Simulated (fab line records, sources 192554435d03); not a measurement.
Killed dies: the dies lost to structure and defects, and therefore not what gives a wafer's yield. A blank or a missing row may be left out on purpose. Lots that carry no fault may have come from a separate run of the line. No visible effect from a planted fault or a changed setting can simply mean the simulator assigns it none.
A struck lot beside a sound one	flow n5 finfet	16 steps out of a route of 1938
Sound: these wafers, L687.2, L687.3, L687.4. Wafers L684.1, L684.3, L684.5 were the ones struck. The cause is given at the end.
At each step with rows: each side's tool, then ch and its chambers, then its first start. Under that, the readings that differ: sound wafers	struck wafers	difference of the means	sigmas: that difference in standard deviations of wafers without a fault.
alike: same words and numbers on both sides, and readings whose means sit less than 2 such deviations apart. not compared: any withheld reading, any reading some wafer has no value for, any bound like >300 that may hide the same value, and any number with overlapping values for which the record gives no deviation.
A row with sigmas, a row that says differs or no value, or rows on one side alone: a step with any of these is where the two part. Non-overlapping numbers with no deviation appear without sigmas and do not part them. Lack of a reading on every wafer of one side parts them only where that side has two or more wafers.

first, 7 steps without rows for these wafers: N5_WELL_APT_COAT_02 (resist thk 950 nm); N5_WELL_APT_EBR_04; N5_WELL_APT_SOFTBAKE_03 (time 60 s); N5_WELL_APT_EXPOSE_05 (exposes mask NWELL, defocus 0 nm, target cd 200 nm); N5_WELL_APT_PEB_06 (peb time 90 s); N5_WELL_APT_DEVELOP_07 (develop time 45 s); N5_WELL_APT_HARDBAKE_12 (time 120 s).
N5_WELL_APT_CD_MEAS_08: target cd 200 nm.
  sound on cd sem-01 ch 0, day 6 13:43; struck on cd sem-03 ch 0, day 5 20:10
reading	sound	struck	difference	sigmas
cd nm (nm)	199.4 195.4 198.3	203.5 203.4 202.8	+5.5	+3
N5_WELL_APT_OVL_MEAS_09:
  sound on overlay-02 ch 0, day 6 13:45; struck on overlay-01 ch 0, day 5 20:12
  alike: NWELL_OVL
N5_WELL_APT_INSPECT_10: inspects for defects (macro).
  sound: defect inspect-01 at day 6 13:46; struck: defect inspect-02 at day 5 20:14
  alike: raw defect count
N5_WELL_APT_DESCUM_13: chemistry O2, time 7.9 s.
  sound on rie diel-05 ch 0,2,3, day 6 14:29; struck on rie diel-04 ch 1,2,3, day 5 20:16
  alike: drypump motor current A, oes product au, rf vpp V, showerhead plenum p Torr, throttle valve pct
  not compared: rf hours counter h
then, 1 step without rows for these wafers: N5_WELL_APT_IMPLANT_14.
N5_WELL_APT_IMPLANT_15:
  sound on implanter-01 ch 0, day 6 14:48; struck on implanter-02 ch 0, day 5 20:32
reading	sound	struck	difference	sigmas
dose ions cm2	1.4996e+13 1.4981e+13 1.5008e+13	1.6467e+13 1.6461e+13 1.6452e+13	+1.4650e+12	+99 or more
faraday current uA	192 192 196	211 209 209	+16	+4
  alike: end station pressure torr
then, 1 step without rows for these wafers: N5_WELL_APT_STRIP_16 (strips in SPM, time 900 s).
-- a jump in the record: the struck wafers' starts before and after are 7 days apart (it breaks off in module WELL_APT and resumes in module BEOL_M4, where the first step shown is number 1111 of the route) --
N5_BEOL_M4_RC_MEAS_101:
  sound on prober-02 ch 0, day 12 23:46; struck on prober-02 ch 0, day 12 15:11
  alike: DIBL_N, DIBL_P, IOFF_N, IOFF_P, ION_N, ION_P, SS_N, SS_P, VT_N, VT_P
-- the record jumps here: 4 days lie between the struck wafers' starts before and after (it left off in module BEOL_M4 and takes up again in module PASSIVATION, whose first step shown is number 1936 of the route) --
N5_PASSIVATION_PROBE_49:
  sound: prober-01 at day 17 14:04; struck: prober-02 at day 16 21:08
reading	sound	struck	difference	sigmas
killed at other	7 10 8	2 1 1	-7	-2
  alike: defect limited yield, killed_at_M0_to_M3, killed_at_M4_up, killed at contacts, killed at front end, killed dies, killed open, killed short, sort_bin_5_function, sort_bin_6_memory, sort_bin_8_speed, sort n pass, sort yield pct

== WHERE THEY PART ==
First at N5_WELL_APT_CD_MEAS_08; last, within this record, at N5_PASSIVATION_PROBE_49.

WHY: what the simulator had put in
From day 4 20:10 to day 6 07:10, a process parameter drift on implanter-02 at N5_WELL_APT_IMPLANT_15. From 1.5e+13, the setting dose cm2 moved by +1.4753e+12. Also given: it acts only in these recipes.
